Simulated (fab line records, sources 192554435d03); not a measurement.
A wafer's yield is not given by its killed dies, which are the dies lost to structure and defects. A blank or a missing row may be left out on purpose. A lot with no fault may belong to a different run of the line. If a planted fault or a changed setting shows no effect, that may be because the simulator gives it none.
Split-lot experiment + flow n5Finfet + on a route of 1938 steps: 7 lots, 21 wafers read

== SPLIT DETAILS ==
At N5_BEOL_M1_TRENCH_ETCH_37 (etches SiOC in C4F6/O2, target depth 55.207 nm, time 29 s), the setting timeS was moved away from the recipe's 29 s on 10 of the 21 wafers read, by -22.1% to +20.9%. All remaining wafers had this setting at the recipe value.

== FROM THE SPLIT TO THE READING: what the file shows between them, 2 steps ==
- N5_BEOL_M1_ETCH_41: etches SiCN in CH3F/O2, target depth 31.9 nm, time 57.8 s
- N5_BEOL_M1_STRIP_97: strips in N2/H2, time 10 s

== THE READING ==
trenchDepthNm, in nm, at N5_BEOL_M1_OCD_MEAS_38. Typical for fault-free wafers on this fab line: 55.0 nm, with standard deviation 1.2 nm.

| wafer  | tool, chamber at the split | timeS as run, s | against the recipe | trenchDepthNm, nm | against lot-mates on the recipe |
|--------|----------------------------|-----------------|--------------------|-------------------|---------------------------------|
| L077.1 | rieDiel-02, 2              | 29              | recipe             | 53.7              | -                               |
| L077.2 | rieDiel-02, 3              | 29              | recipe             | 55.2              | -                               |
| L077.5 | rieDiel-02, 3              | 29              | recipe             | 55.1              | -                               |
| L078.1 | rieDiel-03, 1              | 29              | recipe             | 57.1              | -                               |
| L078.2 | rieDiel-03, 0              | 29              | recipe             | 54.5              | -                               |
| L078.4 | rieDiel-03, 2              | 29              | recipe             | 56.2              | -                               |
| L079.2 | rieDiel-03, 3              | 22.59           | -22.1%             | 41.6              | -15.1                           |
| L079.5 | rieDiel-03, 2              | 29              | recipe             | 56.7              | -                               |
| L079.6 | rieDiel-03, 3              | 22.59           | -22.1%             | 40.6              | -16.1                           |
| L080.3 | rieDiel-02, 0              | 35.07           | +20.9%             | 68.0              | +14.2                           |
| L080.4 | rieDiel-02, 1              | 35.07           | +20.9%             | 67.3              | +13.5                           |
| L080.6 | rieDiel-02, 2              | 29              | recipe             | 53.8              | -                               |
| L085.2 | rieDiel-02, 3              | 30.9            | +6.6%              | 58.8              | +3.6                            |
| L085.5 | rieDiel-02, 0              | 29              | recipe             | 55.4              | -                               |
| L085.6 | rieDiel-02, 1              | 29              | recipe             | 55.0              | -                               |
| L092.3 | rieDiel-06, 1              | 33.86           | +16.8%             | 64.0              | no lot-mate on the recipe       |
| L092.4 | rieDiel-06, 2              | 33.86           | +16.8%             | 63.4              | no lot-mate on the recipe       |
| L092.6 | rieDiel-06, 3              | 33.86           | +16.8%             | 64.5              | no lot-mate on the recipe       |
| L094.2 | rieDiel-03, 2              | 24.46           | -15.7%             | 46.1              | -10.5                           |
| L094.3 | rieDiel-03, 1              | 29              | recipe             | 56.6              | -                               |
| L094.6 | rieDiel-03, 3              | 24.46           | -15.7%             | 45.0              | -11.6                           |

FIT RESULTS
A straight line over all 21 wafers: trenchDepthNm changes by +0.593 nm for each +1% of timeS; r = +0.99; the points scatter about the line by 1.1 nm.
The same after taking each lot's own level away (the mean of its wafers on the recipe; 18 wafers): +0.685 nm for each +1%; r = +1.00; scatter 0.69 nm.
Per that fit: largest timeS move, reading shift of 15 nm.
Across the lots, their own levels run from 53.80 to 56.70 nm, a range of 2.4 times the standard deviation given above.
In other words, the slope is changed by the lot-to-lot level; the two fits disagree.
Check: for one of the wafers moved furthest among these (-22.1%), held out of the fit, the line's prediction against its lot-mates is -15.4 nm. Against them it came out at -15.1 nm.

== OTHER SPLITS ON THESE WAFERS ==
Note: prior to the reading, these wafers also went through further splits. Each is held against what the fit with the lots' levels taken away leaves over:
| other split on the same wafers | wafers away from the commonest value | r with trenchDepthNm (lot level and that fit taken away) |
|--------------------------------|--------------------------------------|----------------------------------------------------------|
| N5_BEOL_M1_DESCUM_33 timeS     | 8                                    | -0.15                                                    |

== THE WHOLE CHAIN: every reading that the file lists as answering this split, in the file's order ==
| step                      | what it does                                              | reading                                                                 | change (the file's fit)               | r (the file's) |
|---------------------------|-----------------------------------------------------------|-------------------------------------------------------------------------|---------------------------------------|----------------|
| N5_BEOL_M1_TRENCH_ETCH_37 | etches SiOC in C4F6/O2, target depth 55.207 nm, time 29 s | etch.depthNm (the simulator's own value, which no gauge read)           | +0.649 nm for each +1% of the setting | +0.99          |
| N5_BEOL_M1_TRENCH_ETCH_37 | etches SiOC in C4F6/O2, target depth 55.207 nm, time 29 s | BEOL_M1.featureDepthNm (the simulator's own value, which no gauge read) | +0.651 nm for each +1% of the setting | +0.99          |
| N5_BEOL_M1_OCD_MEAS_38    |                                                           | trenchDepthNm                                                           | +0.684 nm for each +1% of the setting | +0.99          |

== FILE'S OWN FIT ==
trenchDepthNm changes by +0.684 nm for each +1% of timeS, r = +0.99.
